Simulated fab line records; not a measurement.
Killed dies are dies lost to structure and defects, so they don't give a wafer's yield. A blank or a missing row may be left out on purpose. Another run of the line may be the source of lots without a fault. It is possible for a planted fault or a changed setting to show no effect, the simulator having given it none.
Matching of chambers / flow n5 finfet / N5_BEOL_M3_ALD_98 on ald sin-02 has 4 sister chambers
The step deposits SiO2, target thk 2.5 nm, pulse time 1 s, co reactant pulse time 1 s. 4 wafers are shown with their chamber, then 10 later ones without.

## WAFERS WITH THEIR CHAMBER
wafer=L087.3; chamber=3; heater power w (W)=78
wafer=L089.2; chamber=1; heater power w (W)=75
wafer=L091.2; chamber=0; heater power w (W)=77
wafer=L091.5; chamber=2; heater power w (W)=79

## WAFERS MISSING THEIR CHAMBER
wafer=L091.6; heater power w (W)=78
wafer=L093.2; heater power w (W)=76
wafer=L093.3; heater power w (W)=77
wafer=L093.4; heater power w (W)=77
wafer=L094.3; heater power w (W)=78
wafer=L094.4; heater power w (W)=78
wafer=L094.6; heater power w (W)=76
wafer=L097.2; heater power w (W)=79
wafer=L097.4; heater power w (W)=72
wafer=L097.6; heater power w (W)=77

## CHAMBER TAKEN BY EACH
wafer=L091.6; from the rows above=can't be placed: 3 or 0 or 2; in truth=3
wafer=L093.2; from the rows above=can't be placed: 0 or 1 or 3 or 2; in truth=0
wafer=L093.3; from the rows above=can't be placed: 0 or 3 or 1 or 2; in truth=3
wafer=L093.4; from the rows above=can't be placed: 0 or 3 or 1 or 2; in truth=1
wafer=L094.3; from the rows above=can't be placed: 3 or 0 or 2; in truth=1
wafer=L094.4; from the rows above=can't be placed: 3 or 0 or 2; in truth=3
wafer=L094.6; from the rows above=can't be placed: 0 or 1 or 3 or 2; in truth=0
wafer=L097.2; from the rows above=can't be placed: 2 or 3 or 0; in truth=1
wafer=L097.4; from the rows above=can't be placed: 1 or 0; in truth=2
wafer=L097.6; from the rows above=can't be placed: 0 or 3 or 1 or 2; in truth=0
Placed correctly: 0 of 10. These rows do not allow placing 10 (true chamber among the candidates in 7). 0 placed wrongly.
How it was worked out, from the rows above alone: a wafer's distance from a chamber is the root of the sum, over the readings, of the square of ((its reading less the chamber's mean) divided by the reading's scatter). If the next closest chamber is less than 2 further off than the closest, the wafer can't be placed; otherwise it belongs to the closest. A chamber's mean is the mean of its shown wafers. The scatter: root of mean squared gap, hidden wafer to nearest shown wafer, with one shown wafer a chamber.
